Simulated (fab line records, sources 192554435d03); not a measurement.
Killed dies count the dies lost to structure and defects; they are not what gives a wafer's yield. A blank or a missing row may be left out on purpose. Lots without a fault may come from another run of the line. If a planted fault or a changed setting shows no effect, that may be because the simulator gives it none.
Problem report in the 8D (eight disciplines) form, filled by code + flow n5_finfet + the parts of the form that need people (team, actions taken, sign-off) are left out

== 1. PROBLEM STATEMENT ==
Mean of exposure_dose_mJ_cm2 at N5_BEOL_M1_EXPOSE_25: 63.93 across 6 wafers in 2 lots; on wafers with no fault it is 63.00 (standard deviation 0.067). Relative to the usual mean, that is a shift of +14 standard deviations.
The step: exposes mask V0, defocus 5 nm, target cd 24 nm.
First seen on wafer L808.2, day 9 00:59, on euv_scanner-01. Wafers with a number at this step in the record: 24, from 8 lots. Rule for "out" (also "out of limits"): further than 4 standard deviations from the usual mean. The other wafers with a number count as sound.

== 2. WHAT THIS IS AND IS NOT ==
| question                    | is                     | is not                                                              |
|-----------------------------|------------------------|---------------------------------------------------------------------|
| which readings at this step | exposure_dose_mJ_cm2   | -                                                                   |
| which lots                  | L808, L809             | L798, L799, L800, L801, L810, L818                                  |
| which wafers of those lots  | all that have a number | -                                                                   |
| read on which tools         | euv_scanner-01         | euv_scanner-02                                                      |
| when                        | from day 9 00:59       | up to then (15 sound wafers); but 3 sound wafers of L818 came after |

== 3. THE SUSPECTS, EACH WITH WHAT RULES IT OUT ==
Counting: a tool at any process step up to the reading remains a suspect when it ran all the lots that are out and ran no sound lot after the first of those.
- rie_diel-05 at N5_BEOL_M1_ETCH_64 (etches SOC in N2/H2, target depth 75 nm, overetch 15 nm, time 112.5 s): kept. It processed each lot that is out, first L808 at day 9 00:14, and no sound lot thereafter; up to then, the last sound lot it processed was L799 at day 6 08:58.
- euv_scanner-01 at N5_BEOL_M1_EXPOSE_25 (exposes mask V0, defocus 5 nm, target cd 24 nm): kept. It processed each lot that is out, first L808 at day 9 00:59, and no sound lot thereafter; up to then, the last sound lot it processed was L810 at day 9 00:41. On those wafers its own readings are out: exposure_dose_mJ_cm2.
What counting leaves: rie_diel-05 at N5_BEOL_M1_ETCH_64 and euv_scanner-01 at N5_BEOL_M1_EXPOSE_25.

== 4. THE CAUSE (what the simulator had put in) ==
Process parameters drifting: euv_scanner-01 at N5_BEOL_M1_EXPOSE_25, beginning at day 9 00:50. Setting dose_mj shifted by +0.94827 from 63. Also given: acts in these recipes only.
After counting, 2 suspects remain, this tool included.

== 5. THE CHAIN OF EFFECTS, in route order ==
Each row: a reading where the mean over the struck wafers with a number is more than 3 standard deviations away from the usual. Only readings whose record carries a usual standard deviation are examined. hours: median over the lots of the time between each lot's start at the first step of this table that gives one and its start at this step. sigmas: the change, counted in usual standard deviations.
| hours | step                 | reading              | usual | on struck wafers | change | sigmas |
|-------|----------------------|----------------------|-------|------------------|--------|--------|
| 0     | N5_BEOL_M1_EXPOSE_25 | exposure_dose_mJ_cm2 | 63.00 | 63.93            | +0.93  | +14    |
Here are the process steps it includes:
- N5_BEOL_M1_EXPOSE_25: exposes mask V0, defocus 5 nm, target cd 24 nm.
At these later measuring or inspecting steps, every struck wafer for which the step has a row has a number for every such reading, and none has moved that far: N5_BEOL_M4_RC_MEAS_101.

== 6. WHAT WOULD HAVE CAUGHT IT SOONER ==
In this record no reading fell out of limits until day 9 00:59, 0 hours after the fault had begun at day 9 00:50.
